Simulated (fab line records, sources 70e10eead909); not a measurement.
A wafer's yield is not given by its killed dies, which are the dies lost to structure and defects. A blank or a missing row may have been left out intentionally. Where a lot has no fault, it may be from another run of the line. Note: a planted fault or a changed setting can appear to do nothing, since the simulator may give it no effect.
Which tool did it?	flow nand-harc	24 lots, 72 wafers sampled, at 6 steps of a route of 1302

## WHAT THE GAUGES READ, wafer by wafer
The record lacks any reading of a measuring or inspecting step that a usual standard deviation could be used to judge.

## WHAT TOOL EACH LOT RAN ON (gives the tool, then ch and the chambers of the sampled wafers, and finally the start)
lot	NHARC_A_STAIRCASE_DESCUM_270	NHARC_A_STAIRCASE_HM_DEP_459	NHARC_A_STAIRCASE_ETCH_292	NHARC_A_STAIRCASE_HM_DEP_462	NHARC_A_STAIRCASE_DEP_301	NHARC_A_STAIRCASE_STRIP_316
L075	rie-diel-05 ch 1,3, day 16 03:51	acl-dep-03 ch 0, day 16 09:00	rie-diel-02 ch 0,3, day 16 11:19	acl-dep-02 ch 0, day 16 17:40	pecvd-01 ch 1,2, day 16 18:58	rie-diel-05 ch 1,3, no start
L074	rie-diel-04 ch 0,1,2, day 17 02:38	acl-dep-01 ch 0, day 17 06:43	rie-diel-02 ch 1,2,3, day 17 08:55	acl-dep-01 ch 0, day 17 12:19	pecvd-01 ch 0,2, day 17 13:35	rie-diel-05 ch 1,3, no start
L077	rie-diel-05 ch 1,2,3, day 17 08:41	acl-dep-02 ch 0, day 17 12:49	rie-diel-04 ch 0,2,3, day 17 15:44	acl-dep-01 ch 0, day 17 20:21	pecvd-03 ch 0,1,2, day 17 22:12	rie-diel-02 ch 0,2, no start
L076	rie-diel-02 ch 0,1,2, day 17 10:47	acl-dep-01 ch 0, day 17 16:48	rie-diel-04 ch 0,1,3, day 17 19:44	acl-dep-02 ch 0, day 18 02:26	pecvd-04 ch 0,1,2, day 18 04:18	rie-diel-02 ch 0,1,2, no start
L079	rie-diel-02 ch 0,3, day 18 01:03	acl-dep-01 ch 0, day 18 05:28	rie-diel-05 ch 0,2, day 18 08:23	acl-dep-02 ch 0, day 18 10:49	pecvd-03 ch 0,2, day 18 12:42	rie-diel-04 ch 0,2,3, no start
L078	rie-diel-02 ch 1,2, day 18 02:52	acl-dep-01 ch 0, day 18 07:20	rie-diel-04 ch 0,1,3, day 18 10:25	acl-dep-01 ch 0, day 18 12:32	pecvd-03 ch 0,1,2, day 18 14:28	rie-diel-04 ch 2,3, no start
L080	rie-diel-02 ch 1,2, day 18 16:27	acl-dep-01 ch 0, day 18 22:16	rie-diel-04 ch 0,3, day 19 01:11	acl-dep-01 ch 0, day 19 06:08	pecvd-04 ch 0,2, day 19 08:02	rie-diel-02 ch 0,1, no start
L082	rie-diel-04 ch 1,2,3, day 19 17:51	acl-dep-02 ch 0, day 19 20:55	rie-diel-04 ch 1,2,3, day 19 23:44	acl-dep-02 ch 0, day 20 01:53	pecvd-01 ch 0,2, day 20 03:46	rie-diel-05 ch 1,2,3, no start
L081	rie-diel-05 ch 0,2, day 19 20:11	acl-dep-03 ch 0, day 19 23:33	rie-diel-04 ch 1,3, day 20 02:02	acl-dep-01 ch 0, day 20 07:38	pecvd-01 ch 0,1,2, day 20 09:11	rie-diel-02 ch 0,2, no start
L083	rie-diel-05 ch 1,2,3, day 20 13:29	acl-dep-03 ch 0, day 20 17:19	rie-diel-02 ch 1,2, day 20 19:39	acl-dep-02 ch 0, day 21 01:30	pecvd-01 ch 0,1,2, day 21 02:47	rie-diel-04 ch 2,3, no start
L084	rie-diel-05 ch 0,1,3, day 21 01:01	acl-dep-01 ch 0, day 21 10:20	rie-diel-02 ch 0,1, day 21 12:21	acl-dep-02 ch 0, day 21 17:33	pecvd-04 ch 0,1,2, day 21 18:35	rie-diel-04 ch 0,3, no start
L085	rie-diel-05 ch 0,3, day 21 10:26	acl-dep-02 ch 0, day 21 14:47	rie-diel-05 ch 0,2,3, day 21 17:43	acl-dep-01 ch 0, day 21 22:42	pecvd-03 ch 0,1, day 22 00:34	rie-diel-02 ch 0,1,2, no start
L087	rie-diel-04 ch 0,1,3, day 21 13:16	acl-dep-02 ch 0, day 21 18:29	rie-diel-05 ch 1,2,3, day 21 21:39	acl-dep-01 ch 0, day 22 00:31	pecvd-01 ch 0,1, day 22 02:22	rie-diel-05 ch 0,1,2, no start
L086	rie-diel-02 ch 0,1, day 21 14:11	acl-dep-02 ch 0, day 21 22:51	rie-diel-05 ch 0,1, day 22 01:02	acl-dep-02 ch 0, day 22 03:48	pecvd-03 ch 0,2, day 22 05:07	rie-diel-05 ch 0,3, no start
L089	rie-diel-05 ch 0,1,2, day 22 08:15	acl-dep-03 ch 0, day 22 11:34	rie-diel-02 ch 1,2,3, day 22 14:24	acl-dep-02 ch 0, day 22 16:38	pecvd-01 ch 0,2, day 22 18:28	rie-diel-04 ch 1,2, no start
L088	rie-diel-02 ch 1,2, day 22 10:22	acl-dep-01 ch 0, day 22 15:43	rie-diel-02 ch 1,2,3, day 22 17:55	acl-dep-01 ch 0, day 22 22:11	pecvd-03 ch 0,2, day 22 23:28	rie-diel-02 ch 1,2, no start
L090	rie-diel-04 ch 0,1,2, day 23 15:17	acl-dep-02 ch 0, day 23 18:53	rie-diel-02 ch 0,1,3, day 23 21:47	acl-dep-02 ch 0, day 24 05:19	pecvd-04 ch 0,1,2, day 24 06:34	rie-diel-04 ch 1,3, no start
L091	rie-diel-02 ch 0,1, day 23 15:58	acl-dep-01 ch 0, day 23 19:36	rie-diel-02 ch 0,1, day 23 22:05	acl-dep-02 ch 0, day 24 07:10	pecvd-03 ch 0,2, day 24 08:25	rie-diel-02 ch 0,1, no start
L092	rie-diel-04 ch 0,1,2, day 23 20:56	acl-dep-02 ch 0, day 24 00:57	rie-diel-02 ch 1,2,3, day 24 03:46	acl-dep-03 ch 0, day 24 08:05	pecvd-01 ch 0,1,2, day 24 10:01	rie-diel-04 ch 0,2,3, no start
L093	rie-diel-02 ch 0,1,2, day 24 14:32	acl-dep-03 ch 0, day 24 17:46	rie-diel-04 ch 0,2,3, day 24 20:45	acl-dep-02 ch 0, day 24 22:54	pecvd-04 ch 0,2, day 25 00:47	rie-diel-05 ch 1,2,3, no start
L095	rie-diel-04 ch 0,2,3, day 24 23:28	acl-dep-03 ch 0, day 25 04:04	rie-diel-02 ch 0,1,2, day 25 06:41	acl-dep-01 ch 0, day 25 12:40	pecvd-04 ch 1,2, day 25 14:15	rie-diel-04 ch 1,2,3, no start
L094	rie-diel-05 ch 2,3, day 25 03:52	acl-dep-01 ch 0, day 25 10:49	rie-diel-02 ch 0,2, day 25 13:32	acl-dep-01 ch 0, day 25 16:05	pecvd-03 ch 0,2, day 25 17:37	rie-diel-02 ch 0,2,3, no start
L096	rie-diel-02 ch 0,1,2, day 25 14:46	acl-dep-02 ch 0, day 25 18:01	rie-diel-02 ch 0,1,2, day 25 20:50	acl-dep-02 ch 0, day 26 00:35	pecvd-01 ch 0,1,2, day 26 02:27	rie-diel-05 ch 0,1,2, no start
L097	rie-diel-04 ch 1,2, day 26 01:40	acl-dep-03 ch 0, day 26 05:25	rie-diel-02 ch 0,3, day 26 08:29	acl-dep-01 ch 0, day 26 16:17	pecvd-04 ch 0,1,2, day 26 18:14	rie-diel-02 ch 0,1,3, no start
- NHARC_A_STAIRCASE_DESCUM_270: chemistry O2, time 3 s.
- NHARC_A_STAIRCASE_HM_DEP_459: deposits aC, target thk 1500 nm.
- NHARC_A_STAIRCASE_ETCH_292: etches the open film in CF4/CHF3.
- NHARC_A_STAIRCASE_HM_DEP_462: deposits aC, target thk 800 nm.
- NHARC_A_STAIRCASE_DEP_301: deposits SiON, target thk 30 nm.
- NHARC_A_STAIRCASE_STRIP_316: strips in O2.

## AS READ BY THE TOOLS THEMSELVES (means over the sampled wafers that have a number; for cases with no such wafer, the mark the record gives instead)
NHARC_A_STAIRCASE_DESCUM_270.
lot	tool	drypump-motor-current-A (A)	oes-product-au (a.u.)	rf-vpp-V (V)	showerhead-plenum-p-Torr (Torr)	throttle-valve-pct (%)
L075	rie-diel-05	4.8	1.005	57.9	1.92	11.316
L074	rie-diel-04	5.5	1.004	57.5	1.84	11.304
L077	rie-diel-05	5.3	1.006	57.0	1.89	11.316
L076	rie-diel-02	5.5	1.004	57.8	1.85	11.304
L079	rie-diel-02	5.5	0.999	57.7	1.81	11.308
L078	rie-diel-02	5.7	0.999	58.4	2.03	11.313
L080	rie-diel-02	5.7	0.993	58.1	2.02	11.314
L082	rie-diel-04	5.7	0.996	57.8	1.87	11.311
L081	rie-diel-05	6.2	0.999	57.8	1.90	11.306
L083	rie-diel-05	5.3	0.992	57.0	1.89	11.312
L084	rie-diel-05	5.2	0.998	57.2	1.89	11.308
L085	rie-diel-05	5.7	1.002	57.5	1.87	11.301
L087	rie-diel-04	5.9	1.002	57.7	1.88	11.308
L086	rie-diel-02	5.5	1.001	57.7	1.99	11.304
L089	rie-diel-05	5.7	0.998	58.3	1.91	11.311
L088	rie-diel-02	5.7	1.003	58.8	1.97	11.312
L090	rie-diel-04	5.6	1.006	57.1	1.83	11.309
L091	rie-diel-02	5.5	1.000	57.4	1.98	11.317
L092	rie-diel-04	5.5	0.999	57.3	1.83	11.315
L093	rie-diel-02	5.5	1.007	58.4	1.94	11.309
L095	rie-diel-04	5.6	1.008	58.1	1.84	11.314
L094	rie-diel-05	5.8	0.997	57.7	1.84	11.306
L096	rie-diel-02	5.5	1.001	56.5	1.93	11.312
L097	rie-diel-04	5.6	0.997	57.6	1.83	11.306

NHARC_A_STAIRCASE_HM_DEP_459.
lot	tool	throttle-valve-pct (%)
L075	acl-dep-03	34.989
L074	acl-dep-01	34.996
L077	acl-dep-02	34.995
L076	acl-dep-01	34.998
L079	acl-dep-01	35.004
L078	acl-dep-01	35.001
L080	acl-dep-01	35.002
L082	acl-dep-02	35.008
L081	acl-dep-03	35.000
L083	acl-dep-03	35.007
L084	acl-dep-01	34.999
L085	acl-dep-02	35.000
L087	acl-dep-02	34.993
L086	acl-dep-02	35.002
L089	acl-dep-03	34.998
L088	acl-dep-01	34.995
L090	acl-dep-02	35.009
L091	acl-dep-01	35.006
L092	acl-dep-02	35.006
L093	acl-dep-03	34.996
L095	acl-dep-03	34.998
L094	acl-dep-01	35.003
L096	acl-dep-02	34.997
L097	acl-dep-03	34.997

NHARC_A_STAIRCASE_ETCH_292.
lot	tool	bias-w (W)	drypump-motor-current-A (A)	oes-product-au (a.u.)	rf-fwd-power-W (W)	rf-vpp-V (V)	showerhead-plenum-p-Torr (Torr)	throttle-valve-pct (%)
L075	rie-diel-02	200.2	5.4	0.963	495.4	368.2	1.49	16.797
L074	rie-diel-02	199.8	5.6	0.930	495.2	368.4	1.51	16.801
L077	rie-diel-04	199.5	5.7	0.923	495.4	369.7	1.53	16.796
L076	rie-diel-04	199.9	5.9	0.920	497.4	369.7	1.55	16.809
L079	rie-diel-05	200.3	6.2	0.967	496.8	369.7	1.56	16.796
L078	rie-diel-04	199.9	5.9	0.916	496.3	370.0	1.55	16.804
L080	rie-diel-04	200.1	5.8	0.964	495.7	369.5	1.54	16.804
L082	rie-diel-04	200.0	5.7	0.914	496.4	369.6	1.54	16.808
L081	rie-diel-04	199.7	5.9	0.971	495.9	370.4	1.56	16.800
L083	rie-diel-02	200.8	5.7	0.923	496.3	372.0	1.62	16.802
L084	rie-diel-02	199.3	5.3	0.931	497.3	370.1	1.57	16.801
L085	rie-diel-05	200.4	5.7	0.927	497.7	369.5	1.53	16.802
L087	rie-diel-05	199.7	5.3	0.964	497.3	370.3	1.55	16.803
L086	rie-diel-05	199.7	5.2	0.924	497.1	370.6	1.59	16.802
L089	rie-diel-02	199.8	5.7	0.931	496.9	370.7	1.58	16.809
L088	rie-diel-02	199.4	5.7	0.930	496.5	370.3	1.58	16.801
L090	rie-diel-02	199.7	5.5	0.970	497.6	370.4	1.56	16.809
L091	rie-diel-02	199.7	5.5	0.930	497.3	372.4	1.63	16.799
L092	rie-diel-02	199.9	5.7	0.970	496.9	370.7	1.58	16.804
L093	rie-diel-04	200.5	5.6	0.938	496.2	368.6	1.52	16.797
L095	rie-diel-02	200.2	5.5	0.974	497.5	370.7	1.59	16.806
L094	rie-diel-02	199.8	5.3	0.964	494.7	370.0	1.53	16.799
L096	rie-diel-02	200.1	5.5	0.926	495.4	371.1	1.58	16.801
L097	rie-diel-02	200.8	5.3	0.926	495.2	366.6	1.49	16.808

NHARC_A_STAIRCASE_HM_DEP_462.
lot	tool	throttle-valve-pct (%)
L075	acl-dep-02	34.991
L074	acl-dep-01	34.999
L077	acl-dep-01	34.988
L076	acl-dep-02	35.006
L079	acl-dep-02	34.992
L078	acl-dep-01	34.998
L080	acl-dep-01	35.005
L082	acl-dep-02	34.998
L081	acl-dep-01	34.993
L083	acl-dep-02	34.998
L084	acl-dep-02	35.008
L085	acl-dep-01	35.010
L087	acl-dep-01	35.004
L086	acl-dep-02	34.994
L089	acl-dep-02	35.003
L088	acl-dep-01	34.988
L090	acl-dep-02	34.995
L091	acl-dep-02	34.997
L092	acl-dep-03	35.002
L093	acl-dep-02	34.997
L095	acl-dep-01	35.007
L094	acl-dep-01	35.000
L096	acl-dep-02	35.005
L097	acl-dep-01	35.006

NHARC_A_STAIRCASE_DEP_301.
lot	tool	heater-power-w (W)	rf-fwd-power-W (W)
L075	pecvd-01	743	348.4
L074	pecvd-01	726	347.9
L077	pecvd-03	748	348.2
L076	pecvd-04	851	348.5
L079	pecvd-03	755	348.4
L078	pecvd-03	747	348.6
L080	pecvd-04	882	347.5
L082	pecvd-01	772	348.5
L081	pecvd-01	803	347.8
L083	pecvd-01	780	348.0
L084	pecvd-04	859	348.3
L085	pecvd-03	802	349.7
L087	pecvd-01	872	349.1
L086	pecvd-03	724	349.3
L089	pecvd-01	743	348.6
L088	pecvd-03	771	349.9
L090	pecvd-04	830	349.6
L091	pecvd-03	738	348.9
L092	pecvd-01	741	348.8
L093	pecvd-04	927	347.8
L095	pecvd-04	782	348.0
L094	pecvd-03	764	348.8
L096	pecvd-01	767	348.5
L097	pecvd-04	849	347.8

NHARC_A_STAIRCASE_STRIP_316.
lot	tool	drypump-motor-current-A (A)	oes-product-au (a.u.)	rf-vpp-V (V)	showerhead-plenum-p-Torr (Torr)	throttle-valve-pct (%)
L075	rie-diel-05	4.8	1.007	58.1	3.54	17.033
L074	rie-diel-05	4.8	1.004	58.7	3.54	17.035
L077	rie-diel-02	5.3	1.001	57.0	3.46	17.031
L076	rie-diel-02	5.5	1.006	58.5	3.59	17.031
L079	rie-diel-04	5.7	0.995	57.6	3.44	17.043
L078	rie-diel-04	5.8	0.991	57.4	3.50	17.040
L080	rie-diel-02	5.5	0.991	58.4	3.67	17.028
L082	rie-diel-05	5.3	0.996	58.1	3.48	17.038
L081	rie-diel-02	5.3	1.004	57.9	3.45	17.036
L083	rie-diel-04	5.4	0.996	57.9	3.41	17.036
L084	rie-diel-04	6.0	0.992	56.9	3.50	17.043
L085	rie-diel-02	5.5	0.996	57.3	3.58	17.041
L087	rie-diel-05	5.7	0.991	57.5	3.52	17.042
L086	rie-diel-05	5.7	0.999	57.8	3.46	17.032
L089	rie-diel-04	5.3	0.998	57.3	3.37	17.029
L088	rie-diel-02	5.7	1.005	57.5	3.62	17.036
L090	rie-diel-04	5.9	0.988	56.9	3.47	17.042
L091	rie-diel-02	5.5	1.003	57.7	3.64	17.041
L092	rie-diel-04	5.6	1.005	57.2	3.41	17.037
L093	rie-diel-05	5.3	1.001	57.6	3.46	17.038
L095	rie-diel-04	5.8	0.991	57.7	3.43	17.036
L094	rie-diel-02	5.5	0.999	57.9	3.40	17.040
L096	rie-diel-05	5.7	0.998	58.2	3.50	17.041
L097	rie-diel-02	5.5	1.006	58.1	3.47	17.039

## THE ANSWER, worked out from the rows above alone
Rule: the lots themselves supply what counts as usual. Put in order of their means at a reading, lots are off if they are a third of the lots or fewer, leave a main group of 4 or more, and stand apart from it by a gap of 3 or more times the standard deviation of the main group's means; of several such gaps the widest counts. Not used: any main group whose means are identical at the precision the tables above print for the reading. Also off: a lot with no number at a reading for which 4 or more lots have one. The other lots that the step has rows for count as sound. The gauges are gone through in route order, then the tools' own readings, and for those a lot's mean is taken as printed above. The first step at which some lot is off is used, and at that step the reading that is off furthest; a lot without a number counts as furthest.
None of the lots is off at any reading shown; this tells nothing.

## WHAT WAS PUT IN BY THE SIMULATOR
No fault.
